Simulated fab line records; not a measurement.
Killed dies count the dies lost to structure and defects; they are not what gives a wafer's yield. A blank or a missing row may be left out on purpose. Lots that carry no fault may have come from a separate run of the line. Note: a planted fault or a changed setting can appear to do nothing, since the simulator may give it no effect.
Chamber matching -- flow n5_finfet -- N5_BEOL_M11_STRIP_67 on rie_diel-02: 4 sister chambers
The step strips in CF4. 8 wafers are shown with their chamber, then 8 later ones without.

== WAFERS, EACH WITH ITS CHAMBER ==
wafer,chamber,showerhead_plenum_p_Torr (Torr),throttle_valve_pct (%)
L076.1,0,1.78,14.01
L076.3,2,1.79,13.69
L076.6,2,1.79,13.69
L079.4,3,1.73,14.06
L080.1,1,1.74,13.33
L080.2,0,1.77,14.01
L080.6,1,1.74,13.31
L088.2,3,1.73,14.11

== WAFERS MISSING THEIR CHAMBER ==
wafer,showerhead_plenum_p_Torr (Torr),throttle_valve_pct (%)
L088.3,1.73,13.34
L088.5,1.77,14.04
L090.1,1.77,14.04
L090.5,1.73,13.36
L090.6,1.77,14.04
L097.1,1.72,14.14
L097.4,1.73,13.40
L097.5,1.73,13.38

== CHAMBER TAKEN BY EACH ==
wafer,from the rows above,in truth
L088.3,1,1
L088.5,0,0
L090.1,0,0
L090.5,1,1
L090.6,0,0
L097.1,3,3
L097.4,1,1
L097.5,1,1
Correctly placed: 8 of 8. From these rows, 0 cannot be placed. Placed wrongly: 0.
How it was worked out, from the rows above alone: a wafer's distance from a chamber is the root of the sum, over the readings, of the square of ((its reading less the chamber's mean) divided by the reading's scatter). The wafer belongs to the nearest chamber; if the next one is less than 2 further off, it can't be placed. A chamber's mean is the mean of its shown wafers. The scatter: take each reading less its chamber's mean, square it, sum over the shown wafers, divide by the number of wafers less the number of chambers, and take the root.
